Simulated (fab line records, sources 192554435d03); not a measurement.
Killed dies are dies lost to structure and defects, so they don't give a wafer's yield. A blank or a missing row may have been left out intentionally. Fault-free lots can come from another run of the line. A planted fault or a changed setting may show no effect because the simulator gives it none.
Matching of chambers :: flow n5 finfet :: N5_BEOL_M11_STRIP_36 on rie diel-03 has 4 sister chambers
The step strips in N2/H2. 8 wafers are shown with their chamber, then 9 later ones without.

WAFERS PAIRED WITH THEIR CHAMBERS
wafer: L080.2
chamber: 1
showerhead plenum p Torr (Torr): 2.43
drypump motor current A (A): 5.56

wafer: L080.5
chamber: 3
showerhead plenum p Torr (Torr): 2.70
drypump motor current A (A): 5.81

wafer: L087.1
chamber: 0
showerhead plenum p Torr (Torr): 2.51
drypump motor current A (A): 6.30

wafer: L087.2
chamber: 2
showerhead plenum p Torr (Torr): 2.61
drypump motor current A (A): 5.70

wafer: L087.5
chamber: 3
showerhead plenum p Torr (Torr): 2.69
drypump motor current A (A): 5.82

wafer: L089.1
chamber: 2
showerhead plenum p Torr (Torr): 2.61
drypump motor current A (A): 5.70

wafer: L089.3
chamber: 1
showerhead plenum p Torr (Torr): 2.42
drypump motor current A (A): 5.62

wafer: L089.4
chamber: 0
showerhead plenum p Torr (Torr): 2.51
drypump motor current A (A): 6.29

WAFERS WITHOUT THEIR CHAMBER
wafer: L093.1
showerhead plenum p Torr (Torr): 2.50
drypump motor current A (A): 6.27

wafer: L093.3
showerhead plenum p Torr (Torr): 2.69
drypump motor current A (A): 5.77

wafer: L093.4
showerhead plenum p Torr (Torr): 2.60
drypump motor current A (A): 5.71

wafer: L096.1
showerhead plenum p Torr (Torr): 2.50
drypump motor current A (A): 6.32

wafer: L096.4
showerhead plenum p Torr (Torr): 2.60
drypump motor current A (A): 5.69

wafer: L096.5
showerhead plenum p Torr (Torr): 2.60
drypump motor current A (A): 5.72

wafer: L097.2
showerhead plenum p Torr (Torr): 2.50
drypump motor current A (A): 6.24

wafer: L097.4
showerhead plenum p Torr (Torr): 2.60
drypump motor current A (A): 5.74

wafer: L097.5
showerhead plenum p Torr (Torr): 2.50
drypump motor current A (A): 6.28

WHICH CHAMBER EACH ONE RAN IN
wafer: L093.1
from the rows above: 0
in truth: 0

wafer: L093.3
from the rows above: 3
in truth: 3

wafer: L093.4
from the rows above: 2
in truth: 2

wafer: L096.1
from the rows above: 0
in truth: 0

wafer: L096.4
from the rows above: 2
in truth: 2

wafer: L096.5
from the rows above: 2
in truth: 2

wafer: L097.2
from the rows above: 0
in truth: 0

wafer: L097.4
from the rows above: 2
in truth: 2

wafer: L097.5
from the rows above: 0
in truth: 0
9 of 9 placed correctly. From these rows, 0 cannot be placed. Wrongly placed: 0.
How it was worked out, from the rows above alone: a wafer's distance from a chamber is the root of the sum, over the readings, of the square of ((its reading less the chamber's mean) divided by the reading's scatter). The wafer belongs to the nearest chamber; if the next one is less than 2 further off, it can't be placed. A chamber's mean is the mean of its shown wafers. How the scatter is found: for the shown wafers, subtract from each reading the mean of its chamber, square and add these, divide the total by (wafers less chambers), then take the root.
